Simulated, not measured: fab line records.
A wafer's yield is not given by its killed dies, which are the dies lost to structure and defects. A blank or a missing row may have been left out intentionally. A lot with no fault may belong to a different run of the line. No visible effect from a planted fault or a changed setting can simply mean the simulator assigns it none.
The tool behind it: which one? -- flow n5-finfet -- 12 lots, 36 wafers sampled, at 3 steps of a route of 1938

== WHAT THE GAUGES READ, wafer by wafer ==
N5_WELL_APT_CD_MEAS_25: target cd 200 nm. Usual: 199.3 nm for cd-nm, sd 2.
lot,measured,on,cd-nm (nm),flag
L581,day 2 08:50,cd-sem-02,198.1 197.5 199.6,
L583,day 2 20:59,cd-sem-02,199.2 198.8 198.3,
L585,day 3 08:53,cd-sem-01,199.8 198.7 199.3,
L586,day 3 15:09,cd-sem-02,200.0 195.8 198.6,
L593,day 5 08:52,cd-sem-02,197.9 197.7 197.8,
L595,day 5 20:58,cd-sem-03,197.4 201.5 199.2,
L596,day 6 02:55,cd-sem-02,198.4 201.2 202.0,
L597,day 6 09:17,cd-sem-01,201.1 199.3 202.5,
L598,day 6 14:49,cd-sem-01,197.9 198.8 195.1,
L599,day 6 20:53,cd-sem-02,202.0 201.5 196.5,
L600,day 7 03:24,cd-sem-01,198.3 196.5 199.8,
L601,day 7 09:07,cd-sem-03,202.8 202.0 202.7,

N5_WELL_APT_OVL_MEAS_26. Usual: for PWELL_OVL the level is -4 nm and the standard deviation is 4.
lot,measured,on,PWELL_OVL (nm),flag
L581,day 2 08:52,overlay-02,-7 0 -5,
L583,day 2 21:01,overlay-02,-5 -4 -3,
L585,day 3 08:55,overlay-01,-5 -6 -5,
L586,day 3 15:11,overlay-02,-6 -4 -6,
L593,day 5 08:53,overlay-02,-1 1 -3,
L595,day 5 21:00,overlay-01,-2 -4 -7,
L596,day 6 02:56,overlay-01,1 -5 -5,
L597,day 6 09:19,overlay-01,-6 -6 -11,
L598,day 6 14:51,overlay-01,1 -4 -5,
L599,day 6 20:55,overlay-02,-5 0 0,
L600,day 7 03:25,overlay-01,-3 -1 1,
L601,day 7 09:08,overlay-01,-7 -5 -3,

== TOOL THAT RAN EACH LOT (tool first, then ch and the chambers of the sampled wafers, then the start) ==
lot,N5_ZERO_LAYER_ETCH_17
L581,"rie-diel-01 ch 0,1,3, day 2 06:43"
L583,"rie-diel-03 ch 0,1, day 2 18:43"
L585,"rie-diel-03 ch 0,2,3, day 3 06:55"
L586,"rie-diel-03 ch 0,1, day 3 12:51"
L593,"rie-diel-02 ch 0,1, day 5 06:54"
L595,"rie-diel-03 ch 1,2,3, day 5 18:46"
L596,"rie-diel-02 ch 1,2, day 6 00:51"
L597,"rie-diel-02 ch 0,2,3, day 6 07:11"
L598,"rie-diel-02 ch 0,2,3, day 6 12:43"
L599,"rie-diel-01 ch 1,2,3, day 6 18:43"
L600,"rie-diel-01 ch 1,2, day 7 00:43"
L601,"rie-diel-03 ch 0,1, day 7 06:53"
- N5_ZERO_LAYER_ETCH_17: etches SiO2 in CF4, target depth 12 nm, time 13.3 s.

== WHAT THE TOOLS THEMSELVES READ (means of the sampled wafers that have a number; where no wafer has one, the mark that the record gives instead) ==
N5_ZERO_LAYER_ETCH_17. Usual: drypump-motor-current-A 5.6 A, standard deviation 0.32; oes-product-au 0.77 a.u., standard deviation 0.054; rf-vpp-V 948 V, standard deviation 3.9; showerhead-plenum-p-Torr 2.13 Torr, standard deviation 0.063; throttle-valve-pct 15.84 %, standard deviation 0.18.
lot,tool,drypump-motor-current-A (A),oes-product-au (a.u.),rf-vpp-V (V),showerhead-plenum-p-Torr (Torr),throttle-valve-pct (%),flag
L581,rie-diel-01,6.1,0.77,947,2.12,15.77,
L583,rie-diel-03,5.6,0.76,947,2.11,15.77,
L585,rie-diel-03,5.4,0.78,949,2.15,15.83,
L586,rie-diel-03,5.7,0.75,944,2.06,15.91,
L593,rie-diel-02,5.7,0.79,951,2.18,15.62,
L595,rie-diel-03,5.6,0.75,948,2.10,15.98,
L596,rie-diel-02,5.7,0.74,950,2.17,15.93,
L597,rie-diel-02,5.5,0.88,950,2.18,15.67,
L598,rie-diel-02,5.5,0.87,950,2.18,15.68,
L599,rie-diel-01,6.0,0.74,949,2.13,15.87,
L600,rie-diel-01,5.8,0.75,951,2.16,15.92,
L601,rie-diel-03,5.6,0.74,945,2.10,15.83,

== THE ANSWER, worked out from the rows above alone ==
Rule: take the mean of a lot's wafers that have a number; if it is more than 3 standard deviations from the usual mean, the lot is off. A lot without any number at a reading at which 4 lots or more have one is off too. Where the step has rows for the other lots, those lots are counted as sound. After the gauges, taken in route order, come the tools' own readings; for these a lot's mean is taken, as printed above. The first step at which some lot is off is used, and at that step the reading that is off furthest; a lot without a number counts as furthest.
None of the lots is off at any reading shown; this tells nothing.

== WHAT THE SIMULATOR PUT IN ==
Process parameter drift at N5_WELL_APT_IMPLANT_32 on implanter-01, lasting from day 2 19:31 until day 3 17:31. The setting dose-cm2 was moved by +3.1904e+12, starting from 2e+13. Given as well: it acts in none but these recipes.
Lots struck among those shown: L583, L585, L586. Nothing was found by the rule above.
